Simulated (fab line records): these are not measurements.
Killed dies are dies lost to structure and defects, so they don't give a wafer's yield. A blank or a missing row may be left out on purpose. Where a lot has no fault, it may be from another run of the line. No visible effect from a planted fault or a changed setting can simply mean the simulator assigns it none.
Split-lot experiment ; flow n5_finfet ; 39 wafers read across 7 lots, on a route 1938 steps long

== SPLIT DETAILS ==
At N5_HKMG_FIN_ALD_75 (deposits Al2O3, target thk 1 nm, co reactant pulse time 1 s), the setting target_thk_a was moved away from the recipe's 10 angstrom on 12 of the 39 wafers read, by -32.0% to +43.8%. The other wafers ran this setting at the recipe's value.

== FROM THE SPLIT TO THE READING: what the file shows between them, 4 steps ==
- N5_HKMG_FIN_COAT_41: time 60 s, resist thk 300 nm
- N5_HKMG_FIN_COAT_42: time 60 s, resist thk 35 nm
- N5_HKMG_FIN_WET_ETCH_76: etches Al2O3 in dNH4OH, stops on La2O3, target depth 2.25 nm, rinse time 30 s
- N5_HKMG_FIN_STRIP_60: strips in N2/H2, time 360 s

== THE READING ==
Al2O3_of_HKMG_FIN_ALD_75.thk_nm (the simulator's own value, which no gauge read), in nm, at N5_HKMG_FIN_WET_ETCH_77 (etches La2O3 in dHCl, stops on HfO2, target depth 2 nm). No usual value for it is given in the file.

wafer;tool, chamber at the split;target_thk_a as run, angstrom;against the recipe;Al2O3_of_HKMG_FIN_ALD_75.thk_nm, nm;against lot-mates on the recipe
L074.1;ald_hk-01, 1,2,1;10;recipe;1;-
L074.2;ald_hk-01, 1,2,1;10;recipe;1;-
L074.6;ald_hk-01, 1,2,1;10;recipe;1;-
L074.3;ald_hk-01, 0,3,0;6.801;-32.0%;0.6;-0.4
L074.4;ald_hk-01, 0,3,0;6.801;-32.0%;0.6;-0.4
L074.5;ald_hk-01, 0,3,0;6.801;-32.0%;0.6;-0.4
L078.1;ald_hk-02, 0,1,0;10;recipe;1;-
L078.3;ald_hk-02, 0,1,0;10;recipe;1;-
L078.6;ald_hk-02, 0,1,0;10;recipe;1;-
L078.2;ald_hk-02, 2,3;7.055;-29.4%;0.6;-0.4
L078.4;ald_hk-02, 2,3;7.055;-29.4%;0.6;-0.4
L078.5;ald_hk-02, 3;7.055;-29.4%;0.6;-0.4
L093.1;ald_hk-03, 0,3,1,2,0,3;10;recipe;1;-
L093.2;ald_hk-03, 0,3,1,2,0,3;10;recipe;1;-
L093.3;ald_hk-03, 0,3,1,2,0,3;10;recipe;1;-
L093.4;ald_hk-03, 0,3,1,2,0,3;10;recipe;1;-
L093.5;ald_hk-03, 0,3,1,2,0,3;10;recipe;1;-
L093.6;ald_hk-03, 0,3,1,2,0,3;10;recipe;1;-
L094.1;ald_hk-02, 0,2,1,3,1,0;10;recipe;1;-
L094.2;ald_hk-02, 0,2,1,3,1,0;10;recipe;1;-
L094.3;ald_hk-02, 0,2,1,3,1,0;10;recipe;1;-
L094.4;ald_hk-02, 0,2,1,3,1,0;10;recipe;1;-
L094.5;ald_hk-02, 0,2,1,3,1,0;10;recipe;1;-
L094.6;ald_hk-02, 0,2,1,3,1,0;10;recipe;1;-
L095.1;ald_hk-02, 2,3,3;10;recipe;1;-
L095.3;ald_hk-02, 2,3,3;10;recipe;1;-
L095.6;ald_hk-02, 2,3,3;10;recipe;1;-
L095.2;ald_hk-02, 0;7.146;-28.5%;0.6;-0.4
L095.4;ald_hk-02, 1,0;7.146;-28.5%;0.6;-0.4
L095.5;ald_hk-02, 1,0;7.146;-28.5%;0.6;-0.4
L096.2;ald_hk-01, 0,3,1;10;recipe;1;-
L096.3;ald_hk-01, 0,3,1;10;recipe;1;-
L096.6;ald_hk-01, 0,3,1;10;recipe;1;-
L097.1;ald_hk-03, 2,1,0;14.38;+43.8%;1.4;+0.4
L097.2;ald_hk-03, 2,1,0;14.38;+43.8%;1.4;+0.4
L097.3;ald_hk-03, 2,1,0;14.38;+43.8%;1.4;+0.4
L097.4;ald_hk-03, 3,2,3;10;recipe;1;-
L097.5;ald_hk-03, 3,2,3;10;recipe;1;-
L097.6;ald_hk-03, 3,2,3;10;recipe;1;-
Rows listing several chambers each stand for several wafers; the file does not say which wafer went through which chamber.

THE FIT
A straight line over all 39 wafers: Al2O3_of_HKMG_FIN_ALD_75.thk_nm changes by +0.0114 nm for each +1% of target_thk_a; r = +0.99; the points scatter about the line by 0.035 nm.
The same after taking each lot's own level away (the mean of its wafers on the recipe; 39 wafers): +0.0114 nm for each +1%; r = +0.99; scatter 0.035 nm.
Per that fit: largest target_thk_a move, reading shift of 0.5 nm.
The lots' own levels span 1.00 to 1.00 nm.
The two slopes agree, so the slope changes little with the lot-to-lot level.
Check: +0.495 nm against its lot-mates is what the line predicts for one of the wafers moved furthest among these (+43.8%) when that wafer is left out of the fit. It came out at +0.4 nm against them.

== FURTHER SPLITS ON THESE WAFERS ==
Other splits were also applied to these wafers ahead of the reading. Each is held against what the fit with the lots' levels taken away leaves over:
other split on the same wafers;wafers away from the commonest value;r with Al2O3_of_HKMG_FIN_ALD_75.thk_nm (lot level and that fit taken away)
N5_FIN_SAQP_ALD_61 ald_cycles;15;-0.15
N5_DUMMY_GATE_ETCH_31 target_depth_a;15;+0.06

== THE WHOLE CHAIN: every reading that the file lists as answering this split, in the file's order ==
step;what it does;reading;change (the file's fit);r (the file's)
N5_HKMG_FIN_ALD_75;deposits Al2O3, target thk 1 nm, co reactant pulse time 1 s;Al2O3_of_HKMG_FIN_ALD_75.thk_nm (the simulator's own value, which no gauge read);+0.0099 nm for each +1% of the setting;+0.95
N5_HKMG_FIN_WET_ETCH_77;etches La2O3 in dHCl, stops on HfO2, target depth 2 nm;Al2O3_of_HKMG_FIN_ALD_75.thk_nm (the simulator's own value, which no gauge read);+0.0116 nm for each +1% of the setting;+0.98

== THE FILE'S OWN FIT ==
Al2O3_of_HKMG_FIN_ALD_75.thk_nm changes by +0.0116 nm for each +1% of target_thk_a, r = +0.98.
